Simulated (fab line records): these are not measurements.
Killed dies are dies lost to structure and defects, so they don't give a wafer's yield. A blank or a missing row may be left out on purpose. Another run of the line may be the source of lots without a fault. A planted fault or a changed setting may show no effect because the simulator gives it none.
fab line records	flow n5Finfet
[record] lots = 24	wafers = 72	lastDay = 19
route steps=1938 shown BEOL_M2@901 BEOL_M3@953
lots that met no fault: from a run of the same line without faults
startH: hours from the record's first day to the start of the lot's first wafer shown	waitH: hours elapsed since this lot's preceding step	" identical to the entry in the row above	L1.1+2: several wafers, shown together as one row	- either no value or no given start	* or withheld: withheld	< > ~ a bound
route shown NAME@n: a module of which the file shows steps, and the number in the route of the first	usual: mean/standard deviation taken from wafers without a fault	same: alike in all rows	chamber/n: place in a boat	sites: the reading at each site	_std_site: standard deviation across them	_edge_site: inner sites' mean taken away from outer sites' mean	radiusMm: for every site, how far away it sits from the centre of the wafer	mask NAME#n: copy n	behind: the last tool/chamber to shape the wafer	hold: why the lot went on hold/how many hours it stayed there/how the hold came to an end	device: whichever transistor did not switch (one of n, p or np)	end of line: the same wafers' tests at the end of the route	a step with no rows: only its recipe	killed: count of dies lost to structure and defects at first sort (not the wafer's yield)	map: a wafer's dies, marking killed ones x, the rest . and places with no die _
set.NAME: the setting that was run; set.NAME@STEP: the one run at that earlier step	model.NAME: the simulator's own value behind a step, which no gauge read
the route's steps for a sample of lots (tables are steps, rows are wafers)
services: when a tool's chamber went out of use (startH, in hours from the record's first day, below 0 if earlier), for how many hours, and the reason
[[steps]]
[step N5_BEOL_M2_ALD_84]
[recipe] material = TaN	targetThkA = *	tempC = 275	aldPrecursorFamily = PDMAT	aldCoReactant = NH3	pressureTorr = 3	carrierFlowSccm = 1500	pulseTimeS = 2	purgeTimeS = 3	coReactantPurgeTimeS = 2	coReactantPulseTimeS = 3	aldCycles = 30	precursorVesselTempC = 75	precursorVesselPressureTorr = 26.25	precursorVesselCarrierSccm = 1000
[usual] heaterPowerW = 410/30	mfcCarrierSccm = 1500/4.7
lot.wafer	tool	chamber	startH	waitH	heaterPowerW	mfcCarrierSccm
L074.2	aldMetal-01	1	145.87	0.0	446	1500
L074.3	"	0	"	"	431	1504
L074.5	"	3	"	"	396	1499
L075.3	aldMetal-02	2	146.07	0.2	414	1497
L075.4	"	0	"	"	406	1498
L075.6	"	1	"	"	376	1496
L077.1	aldMetal-04	3	182.36	0.0	433	1504
L077.2	"	1	"	"	373	1502
L077.5	"	1	"	"	362	1511
L078.2	aldMetal-02	1	205.51	0.0	365	1503
L078.3	"	3	"	"	391	1507
L078.6	"	1	"	"	367	1501
L083.1	aldMetal-04	2	210.70	0.0	423	1501
L083.2	"	1	"	"	354	1498
L083.5	"	2	"	"	429	1504
L076.1	aldMetal-02	3	210.83	0.1	386	1496
L076.5	"	1	"	"	358	1505
L076.6	"	0	"	"	407	1505
L080.1	aldMetal-02	3	211.04	0.1	386	1506
L080.3	"	2	"	"	411	1499
L080.4	"	0	"	"	417	1504
L079.1	aldMetal-04	3	213.54	0.2	421	1498
L079.2	"	0	"	"	408	1502
L079.3	"	1	"	"	356	1502
L081.1	aldMetal-04	2	213.75	0.0	426	1493
L081.2	"	1	"	"	357	1495
L081.4	"	3	"	"	422	1504
L082.1	aldMetal-02	3	220.55	0.0	382	1500
L082.2	"	0	"	"	416	1500
L082.5	"	3	"	"	390	1498
L084.2	aldMetal-02	0	221.19	0.1	410	1498
L084.4	"	3	"	"	380	1500
L084.6	"	3	"	"	384	1504
L085.3	aldMetal-01	3	224.66	0.0	403	1504
L085.5	"	0	"	"	444	1498
L085.6	"	1	"	"	454	1501
L088.1	aldMetal-02	3	227.75	0.0	393	1505
L088.2	"	2	"	"	410	1498
L088.4	"	0	"	"	416	1501
L086.1	aldMetal-01	1	227.80	0.0	454	1500
L086.2	"	2	"	"	448	1507
L086.4	"	3	"	"	397	1501
L087.4	aldMetal-02	3	232.43	0.0	402	1501
L087.5	"	1	"	"	369	1492
L087.6	"	2	"	"	422	1498
L089.1	aldMetal-01	2	242.20	0.1	452	1499
L089.3	"	1	"	"	453	1497
L089.5	"	2	"	"	450	1497
L090.1	aldMetal-02	0	253.14	0.1	397	1505
L090.2	"	2	"	"	422	1499
L090.4	"	3	"	"	378	1496
L091.1	aldMetal-02	3	263.32	0.0	385	1499
L091.3	"	1	"	"	368	1492
L091.6	"	1	"	"	369	1495
L092.3	aldMetal-01	0	268.75	0.2	430	1503
L092.4	"	1	"	"	448	1502
L092.5	"	0	"	"	429	1497
L093.1	aldMetal-01	0	275.79	0.0	431	1507
L093.3	"	0	"	"	437	1506
L093.5	"	1	"	"	448	1500
L094.1	aldMetal-01	0	276.65	0.1	423	1501
L094.2	"	1	"	"	461	1492
L094.5	"	0	"	"	434	1501
L095.1	aldMetal-04	2	281.15	0.1	415	1507
L095.5	"	2	"	"	422	1507
L095.6	"	1	"	"	359	1512
L096.3	aldMetal-01	0	289.39	0.0	435	1506
L096.5	"	2	"	"	459	1495
L096.6	"	0	"	"	428	1497
L097.1	aldMetal-02	2	295.20	0.1	409	1506
L097.3	"	0	"	"	415	1505
L097.5	"	3	"	"	407	1501
[step N5_BEOL_M2_SPUTTER_88]
[recipe] material = Cu	targetThkA = 45	tempC = -20	chamberPressurePa = 0.07	powerW = withheld	timeS = 8.29
[usual] throttleValvePct = 30.0/1.4
lot.wafer	tool	chamber	startH	waitH	throttleValvePct
L074.2	pvdSputter-03	-	147.36	0.1	29.0
L074.3	"	-	"	"	28.9
L074.5	"	-	"	"	27.9
L075.3	pvdSputter-02	-	147.69	0.1	31.6
L075.4	"	-	"	"	30.2
L075.6	"	-	"	"	31.1
L077.1	pvdSputter-02	-	183.73	0.1	29.8
L077.2	"	-	"	"	28.9
L077.5	"	-	"	"	28.6
L078.2	pvdSputter-02	-	208.62	0.1	31.1
L078.3	"	-	"	"	31.2
L078.6	"	-	"	"	31.4
L083.1	pvdSputter-02	-	212.10	0.1	31.2
L083.2	"	-	"	"	31.6
L083.5	"	-	"	"	29.1
L076.1	pvdSputter-03	-	212.20	0.1	29.1
L076.5	"	-	"	"	28.9
L076.6	"	-	"	"	27.9
L080.1	pvdSputter-01	-	212.55	0.1	30.7
L080.3	"	-	"	"	32.8
L080.4	"	-	"	"	28.4
L079.1	pvdSputter-02	-	214.98	0.1	30.2
L079.2	"	-	"	"	28.9
L079.3	"	-	"	"	31.3
L081.1	pvdSputter-03	-	215.26	0.1	28.5
L081.2	"	-	"	"	27.8
L081.4	"	-	"	"	29.6
L082.1	pvdSputter-01	-	222.53	0.1	30.7
L082.2	"	-	"	"	28.4
L082.5	"	-	"	"	32.8
L084.2	pvdSputter-01	-	224.61	0.1	30.8
L084.4	"	-	"	"	32.6
L084.6	"	-	"	"	30.7
L085.3	pvdSputter-03	-	226.44	0.1	29.0
L085.5	"	-	"	"	29.2
L085.6	"	-	"	"	28.5
L088.1	pvdSputter-02	-	229.10	0.1	30.1
L088.2	"	-	"	"	29.0
L088.4	"	-	"	"	31.2
L086.1	pvdSputter-01	-	229.13	0.1	30.6
L086.2	"	-	"	"	28.4
L086.4	"	-	"	"	31.0
L087.4	pvdSputter-02	-	234.04	0.1	28.9
L087.5	"	-	"	"	28.7
L087.6	"	-	"	"	31.3
L089.1	pvdSputter-02	-	243.66	0.1	29.0
L089.3	"	-	"	"	31.4
L089.5	"	-	"	"	30.2
L090.1	pvdSputter-01	-	254.47	0.1	30.9
L090.2	"	-	"	"	28.5
L090.4	"	-	"	"	32.3
L091.1	pvdSputter-03	-	265.07	0.1	29.6
L091.3	"	-	"	"	28.0
L091.6	"	-	"	"	27.8
L092.3	pvdSputter-03	-	270.71	0.1	28.7
L092.4	"	-	"	"	29.6
L092.5	"	-	"	"	29.5
L093.1	pvdSputter-02	-	277.39	0.1	30.5
L093.3	"	-	"	"	31.3
L093.5	"	-	"	"	30.1
L094.1	pvdSputter-02	-	279.43	0.1	28.9
L094.2	"	-	"	"	31.3
L094.5	"	-	"	"	30.1
L095.1	pvdSputter-01	-	282.58	0.1	31.0
L095.5	"	-	"	"	32.8
L095.6	"	-	"	"	31.1
L096.3	pvdSputter-03	-	292.45	0.1	28.7
L096.5	"	-	"	"	29.8
L096.6	"	-	"	"	28.9
L097.1	pvdSputter-01	-	298.54	0.1	32.9
L097.3	"	-	"	"	30.9
L097.5	"	-	"	"	32.4
[step N5_BEOL_M2_SPUTTER_96]
[recipe] material = Cu	targetThkA = 45	tempC = -20	chamberPressurePa = 0.07	powerW = withheld	timeS = 8.29
[usual] throttleValvePct = 30.0/1.3
lot.wafer	tool	chamber	startH	waitH	throttleValvePct
L074.2	pvdSputter-03	-	148.24	0.1	28.9
L074.3	"	-	"	"	28.8
L074.5	"	-	"	"	27.9
L075.3	pvdSputter-02	-	148.57	0.1	31.4
L075.4	"	-	"	"	30.4
L075.6	"	-	"	"	31.3
L077.1	pvdSputter-02	-	184.61	0.1	30.2
L077.2	"	-	"	"	29.1
L077.5	"	-	"	"	29.1
L078.2	pvdSputter-02	-	209.50	0.1	31.4
L078.3	"	-	"	"	31.3
L078.6	"	-	"	"	31.1
L083.1	pvdSputter-02	-	212.98	0.1	31.2
L083.2	"	-	"	"	31.1
L083.5	"	-	"	"	29.0
L076.1	pvdSputter-03	-	213.08	0.1	29.1
L076.5	"	-	"	"	28.9
L076.6	"	-	"	"	28.0
L080.1	pvdSputter-01	-	213.43	0.1	30.4
L080.3	"	-	"	"	32.5
L080.4	"	-	"	"	28.8
L079.1	pvdSputter-02	-	215.86	0.1	30.1
L079.2	"	-	"	"	28.8
L079.3	"	-	"	"	31.1
L081.1	pvdSputter-03	-	216.14	0.1	28.8
L081.2	"	-	"	"	28.1
L081.4	"	-	"	"	29.4
L082.1	pvdSputter-01	-	223.41	0.1	30.7
L082.2	"	-	"	"	28.4
L082.5	"	-	"	"	32.6
L084.2	pvdSputter-01	-	225.49	0.1	30.5
L084.4	"	-	"	"	32.6
L084.6	"	-	"	"	30.5
L085.3	pvdSputter-03	-	227.32	0.1	29.0
L085.5	"	-	"	"	29.2
L085.6	"	-	"	"	28.6
L088.1	pvdSputter-02	-	229.98	0.1	30.2
L088.2	"	-	"	"	28.8
L088.4	"	-	"	"	31.3
L086.1	pvdSputter-01	-	230.01	0.1	30.3
L086.2	"	-	"	"	28.8
L086.4	"	-	"	"	30.9
L087.4	pvdSputter-02	-	234.92	0.1	28.8
L087.5	"	-	"	"	28.8
L087.6	"	-	"	"	31.3
L089.1	pvdSputter-02	-	244.54	0.1	29.0
L089.3	"	-	"	"	30.9
L089.5	"	-	"	"	30.3
L090.1	pvdSputter-01	-	255.35	0.1	30.8
L090.2	"	-	"	"	28.6
L090.4	"	-	"	"	33.0
L091.1	pvdSputter-03	-	265.95	0.1	29.6
L091.3	"	-	"	"	28.0
L091.6	"	-	"	"	28.0
L092.3	pvdSputter-03	-	271.59	0.1	28.8
L092.4	"	-	"	"	29.6
L092.5	"	-	"	"	29.7
L093.1	pvdSputter-02	-	278.27	0.1	30.2
L093.3	"	-	"	"	31.4
L093.5	"	-	"	"	30.1
L094.1	pvdSputter-02	-	280.31	0.1	29.0
L094.2	"	-	"	"	31.5
L094.5	"	-	"	"	30.2
L095.1	pvdSputter-01	-	283.46	0.1	30.3
L095.5	"	-	"	"	32.9
L095.6	"	-	"	"	31.0
L096.3	pvdSputter-03	-	293.33	0.1	29.1
L096.5	"	-	"	"	29.5
L096.6	"	-	"	"	28.9
L097.1	pvdSputter-01	-	299.42	0.1	32.7
L097.3	"	-	"	"	30.8
L097.5	"	-	"	"	32.8
[step N5_BEOL_M2_INSPECT_59]
[recipe] inspectInstrument = darkfield	mode = postDep
[usual] rawDefectCount = 77/26
lot.wafer	tool	chamber	startH	waitH	rawDefectCount
L074.2	defectInspect-02	-	149.31	0.0	71
L074.3	"	-	"	"	58
L074.5	"	-	"	"	62
L075.3	defectInspect-01	-	149.66	0.0	60
L075.4	"	-	"	"	53
L075.6	"	-	"	"	71
L077.1	defectInspect-01	-	185.72	0.0	72
L077.2	"	-	"	"	122
L077.5	"	-	"	"	73
L078.2	defectInspect-02	-	210.57	0.0	45
L078.3	"	-	"	"	44
L078.6	"	-	"	"	56
L083.1	defectInspect-02	-	214.05	0.0	82
L083.2	"	-	"	"	61
L083.5	"	-	"	"	61
L076.1	defectInspect-01	-	214.30	0.0	85
L076.5	"	-	"	"	72
L076.6	"	-	"	"	112
L080.1	defectInspect-01	-	214.52	0.0	57
L080.3	"	-	"	"	87
L080.4	"	-	"	"	56
L079.1	defectInspect-01	-	216.94	0.0	99
L079.2	"	-	"	"	65
L079.3	"	-	"	"	63
L081.1	defectInspect-01	-	217.24	0.0	101
L081.2	"	-	"	"	112
L081.4	"	-	"	"	122
L082.1	defectInspect-01	-	224.49	0.0	118
L082.2	"	-	"	"	80
L082.5	"	-	"	"	110
L084.2	defectInspect-01	-	226.57	0.0	66
L084.4	"	-	"	"	110
L084.6	"	-	"	"	108
L085.3	defectInspect-02	-	228.43	0.0	81
L085.5	"	-	"	"	75
L085.6	"	-	"	"	74
L088.1	defectInspect-02	-	231.07	0.0	47
L088.2	"	-	"	"	107
L088.4	"	-	"	"	61
L086.1	defectInspect-01	-	231.26	0.0	70
L086.2	"	-	"	"	109
L086.4	"	-	"	"	71
L087.4	defectInspect-02	-	236.44	0.0	54
L087.5	"	-	"	"	83
L087.6	"	-	"	"	38
L089.1	defectInspect-02	-	245.62	0.0	55
L089.3	"	-	"	"	95
L089.5	"	-	"	"	96
L090.1	defectInspect-02	-	256.88	0.0	67
L090.2	"	-	"	"	66
L090.4	"	-	"	"	88
L091.1	defectInspect-02	-	267.03	0.0	38
L091.3	"	-	"	"	46
L091.6	"	-	"	"	63
L092.3	defectInspect-02	-	272.79	0.0	49
L092.4	"	-	"	"	84
L092.5	"	-	"	"	71
L093.1	defectInspect-01	-	279.35	0.0	60
L093.3	"	-	"	"	78
L093.5	"	-	"	"	59
L094.1	defectInspect-01	-	281.40	0.0	70
L094.2	"	-	"	"	96
L094.5	"	-	"	"	93
L095.1	defectInspect-01	-	284.56	0.0	90
L095.5	"	-	"	"	95
L095.6	"	-	"	"	125
L096.3	defectInspect-02	-	294.41	0.0	56
L096.5	"	-	"	"	71
L096.6	"	-	"	"	73
L097.1	defectInspect-02	-	300.74	0.0	78
L097.3	"	-	"	"	98
L097.5	"	-	"	"	43
[step N5_BEOL_M3_STRIP_66]
[recipe] chemistry = CF4	resist = SiARC	powerW = 300	biasPowerW = 75	pressureMtorr = 50	cf4FlowSccm = 150	rfFrequencyHz = 6e+07
[usual] drypumpMotorCurrentA = 5.74/0.28	oesProductAu = 0.77/0.073	rfVppV = 270.8/1.6	showerheadPlenumPTorr = 1.78/0.059	throttleValvePct = 13.56/0.27
lot.wafer	tool	chamber	startH	waitH	drypumpMotorCurrentA	oesProductAu	rfHoursCounterH	rfVppV	showerheadPlenumPTorr	throttleValvePct
L074.2	rieDiel-05	0	150.54	0.0	5.79	0.74	176	271.8	1.78	13.70
L074.3	"	2	"	"	5.65	0.71	224	271.2	1.78	14.03
L074.5	"	0	"	"	5.77	0.73	-	271.4	1.78	13.72
L075.3	rieDiel-01	0	150.76	0.0	5.70	0.84	57	269.9	1.74	13.08
L075.4	"	1	"	"	6.10	0.84	-	271.1	1.79	13.39
L075.6	"	0	"	"	5.68	0.84	-	271.3	1.74	13.08
L077.1	rieDiel-06	2	187.14	0.0	5.99	0.74	125	269.1	1.73	13.64
L077.2	"	1	"	"	6.22	0.72	212	270.7	1.72	13.51
L077.5	"	0	"	"	5.91	0.74	-	272.4	1.86	13.61
L078.2	rieDiel-06	0	211.98	0.0	5.88	0.74	154	272.5	1.86	13.63
L078.3	"	2	"	"	6.01	0.73	131	271.2	1.73	13.62
L078.6	"	2	"	"	6.05	0.74	-	269.8	1.73	13.63
L083.1	rieDiel-06	3	217.04	0.0	5.41	0.83	57	274.6	1.91	13.65
L083.2	"	1	"	"	6.27	0.72	219	268.8	1.72	13.53
L083.5	"	1	"	"	6.27	0.72	-	268.1	1.72	13.53
L076.1	rieDiel-05	1	217.07	0.0	5.16	0.72	184	268.9	1.72	13.93
L076.5	"	2	"	"	5.66	0.70	-	270.9	1.77	14.06
L076.6	"	1	"	"	5.19	0.71	-	267.3	1.72	13.93
L080.1	rieDiel-01	3	217.11	0.0	5.83	0.92	10	271.9	1.85	13.21
L080.3	"	1	"	"	6.09	0.81	79	270.9	1.79	13.42
L080.4	"	0	"	"	5.62	0.81	78	270.0	1.74	13.13
L079.1	rieDiel-01	3	217.88	0.0	5.84	0.91	10	271.6	1.85	13.22
L079.2	"	1	"	"	6.11	0.81	79	272.3	1.79	13.43
L079.3	"	0	"	"	5.64	0.82	78	269.7	1.74	13.14
L081.1	rieDiel-01	0	220.26	0.0	5.68	0.80	79	269.7	1.74	13.13
L081.2	"	3	"	"	5.85	0.91	11	271.9	1.85	13.21
L081.4	"	2	"	"	5.65	0.70	217	272.6	1.82	13.75
L082.1	rieDiel-01	2	225.98	0.0	5.65	0.70	219	273.5	1.82	13.76
L082.2	"	3	"	"	5.84	0.91	13	271.2	1.84	13.21
L082.5	"	2	"	"	5.65	0.69	-	272.7	1.82	13.75
L084.2	rieDiel-01	0	228.23	0.0	5.67	0.82	82	270.1	1.73	13.14
L084.4	"	3	"	"	5.85	0.91	-	272.8	1.84	13.20
L084.6	"	2	"	"	5.66	0.70	-	273.3	1.82	13.78
L085.3	rieDiel-06	3	231.64	0.0	5.41	0.82	61	273.0	1.91	13.67
L085.5	"	2	"	"	5.99	0.74	-	269.4	1.73	13.67
L085.6	"	1	"	"	6.22	0.72	-	269.8	1.71	13.53
L088.1	rieDiel-05	2	232.79	0.0	5.67	0.69	246	271.1	1.77	14.06
L088.2	"	0	"	"	5.74	0.72	202	270.1	1.77	13.77
L088.4	"	3	"	"	5.75	0.81	101	269.7	1.75	13.28
L086.1	rieDiel-05	2	233.01	0.0	5.67	0.69	246	270.0	1.77	14.06
L086.2	"	0	"	"	5.80	0.71	202	270.0	1.77	13.77
L086.4	"	3	"	"	5.74	0.81	101	269.5	1.75	13.30
L087.4	rieDiel-01	3	239.28	0.0	5.85	0.90	-	271.7	1.84	13.23
L087.5	"	0	"	"	5.66	0.80	-	269.7	1.73	13.17
L087.6	"	2	"	"	5.66	0.69	-	272.6	1.82	13.78
L089.1	rieDiel-06	3	248.66	0.0	5.41	0.82	66	273.4	1.90	13.67
L089.3	"	2	"	"	6.03	0.73	141	270.2	1.73	13.64
L089.5	"	3	"	"	5.39	0.81	-	274.4	1.90	13.65
L090.1	rieDiel-06	2	259.19	0.0	6.02	0.72	144	269.4	1.73	13.67
L090.2	"	1	"	"	6.27	0.72	231	268.2	1.71	13.55
L090.4	"	0	"	"	5.91	0.73	168	272.0	1.86	13.66
L091.1	rieDiel-06	2	268.88	0.0	6.00	0.73	146	269.4	1.73	13.67
L091.3	"	0	"	"	5.89	0.73	169	270.7	1.86	13.67
L091.6	"	2	"	"	5.99	0.72	-	271.5	1.73	13.69
L092.3	rieDiel-01	0	276.01	0.0	5.67	0.79	97	268.8	1.73	13.18
L092.4	"	3	"	"	5.86	0.87	28	271.6	1.84	13.25
L092.5	"	3	"	"	5.86	0.88	-	271.2	1.84	13.26
L093.1	rieDiel-01	3	281.40	0.0	5.83	0.87	30	271.5	1.84	13.25
L093.3	"	1	"	"	6.13	0.79	92	271.9	1.78	13.46
L093.5	"	3	"	"	5.84	0.88	-	272.4	1.84	13.24
L094.1	rieDiel-05	1	282.33	0.0	5.20	0.71	202	269.5	1.72	13.96
L094.2	"	2	"	"	5.68	0.96	5	269.8	1.77	13.49
L094.5	"	2	"	"	5.71	0.96	-	271.1	1.77	13.48
L095.1	rieDiel-05	3	286.22	0.0	5.75	0.80	117	270.0	1.75	13.31
L095.5	"	1	"	"	5.18	0.70	-	268.6	1.72	13.97
L095.6	"	0	"	"	5.80	0.71	-	270.6	1.77	13.80
L096.3	rieDiel-05	1	295.71	0.0	5.19	0.70	205	268.3	1.72	13.99
L096.5	"	0	"	"	5.76	0.70	-	270.6	1.77	13.80
L096.6	"	1	"	"	5.19	0.70	-	270.0	1.72	13.99
L097.1	rieDiel-05	0	301.65	0.0	5.79	0.70	218	270.9	1.77	13.80
L097.3	"	3	"	"	5.75	0.79	120	268.8	1.75	13.34
L097.5	"	2	"	"	5.63	0.95	-	270.6	1.77	13.51
[step N5_BEOL_M3_CD_MEAS_28]
[recipe] targetCdNm = 25.7	landingEnergyEv = 500	detector = seInlens	targetCdYNm = 23.3	polarity = opening
[usual] cdNm = 25.68/0.23
[same] landingEnergyEv = 500
lot.wafer	tool	chamber	startH	waitH	cdNm
L074.2	cdSem-03	0	151.16	-	25.70
L074.3	"	0	"	"	25.21
L074.5	"	0	"	"	25.39
L075.3	cdSem-01	0	151.43	-	25.73
L075.4	"	0	"	"	25.50
L075.6	"	0	"	"	25.41
L077.1	cdSem-03	0	187.94	-	25.40
L077.2	"	0	"	"	25.51
L077.5	"	0	"	"	25.43
L078.2	cdSem-01	0	212.65	-	25.54
L078.3	"	0	"	"	25.54
L078.6	"	0	"	"	25.35
L076.1	cdSem-01	0	217.74	-	25.30
L076.5	"	0	"	"	25.70
L076.6	"	0	"	"	25.57
L083.1	cdSem-03	0	217.92	-	25.42
L083.2	"	0	"	"	25.62
L083.5	"	0	"	"	25.89
L080.1	cdSem-03	0	217.98	-	25.64
L080.3	"	0	"	"	25.51
L080.4	"	0	"	"	26.02
L079.1	cdSem-02	0	218.54	-	25.72
L079.2	"	0	"	"	25.75
L079.3	"	0	"	"	25.79
L081.1	cdSem-03	0	220.96	-	25.83
L081.2	"	0	"	"	26.37
L081.4	"	0	"	"	25.27
L082.1	cdSem-03	0	226.64	-	25.98
L082.2	"	0	"	"	25.29
L082.5	"	0	"	"	25.89
L084.2	cdSem-03	0	228.77	-	25.70
L084.4	"	0	"	"	25.83
L084.6	"	0	"	"	25.71
L085.3	cdSem-03	0	232.30	-	25.57
L085.5	"	0	"	"	25.34
L085.6	"	0	"	"	25.79
L088.1	cdSem-01	0	233.35	-	25.38
L088.2	"	0	"	"	25.97
L088.4	"	0	"	"	25.69
L086.1	cdSem-03	0	233.55	-	25.37
L086.2	"	0	"	"	25.80
L086.4	"	0	"	"	25.86
L087.4	cdSem-02	0	239.95	-	25.62
L087.5	"	0	"	"	25.69
L087.6	"	0	"	"	25.46
L089.1	cdSem-02	0	249.36	-	25.56
L089.3	"	0	"	"	25.59
L089.5	"	0	"	"	25.58
L090.1	cdSem-01	0	259.73	-	25.75
L090.2	"	0	"	"	26.07
L090.4	"	0	"	"	25.56
L091.1	cdSem-01	0	269.54	-	25.92
L091.3	"	0	"	"	25.41
L091.6	"	0	"	"	25.87
L092.3	cdSem-01	0	276.69	-	25.47
L092.4	"	0	"	"	25.66
L092.5	"	0	"	"	25.54
L093.1	cdSem-03	0	282.23	-	25.30
L093.3	"	0	"	"	25.64
L093.5	"	0	"	"	26.03
L094.1	cdSem-02	0	282.87	-	25.52
L094.2	"	0	"	"	25.86
L094.5	"	0	"	"	26.13
L095.1	cdSem-01	0	286.79	-	25.48
L095.5	"	0	"	"	26.02
L095.6	"	0	"	"	25.80
L096.3	cdSem-03	0	296.39	-	25.53
L096.5	"	0	"	"	25.84
L096.6	"	0	"	"	25.72
L097.1	cdSem-01	0	302.32	-	25.88
L097.3	"	0	"	"	25.60
L097.5	"	0	"	"	25.77
[[services]]
tool	chamber	startH	hours	kind
rieDiel-06	-	132.24	0.2	repair
rieDiel-01	2	137.63	13.2	repair
rieDiel-06	-	142.13	0.4	repair
rieDiel-01	3	145.39	3.7	repair
aldMetal-02	-	152.73	8.7	pm
pvdSputter-01	-	155.00	1.1	repair
pvdSputter-01	-	161.50	48.4	repair
rieDiel-05	3	162.96	6.1	repair
rieDiel-05	2	176.92	13.9	repair
rieDiel-06	0	177.68	4.9	repair
rieDiel-06	-	185.73	0.7	repair
aldMetal-04	-	189.13	6.0	pm
rieDiel-01	3	191.61	6.5	repair
aldMetal-01	-	209.19	8.7	pm
rieDiel-01	1	226.27	14.9	repair
rieDiel-01	3	231.16	2.1	repair
rieDiel-01	1	243.55	4.0	repair
aldMetal-02	-	243.96	2.8	pm
aldMetal-01	-	249.05	6.0	pm
aldMetal-02	2	251.30	1.7	repair
aldMetal-01	2	260.46	27.8	repair
aldMetal-01	3	266.27	24.0	repair
rieDiel-05	2	283.64	2.9	repair
rieDiel-05	2	290.80	7.5	repair
[[key]]
fault none
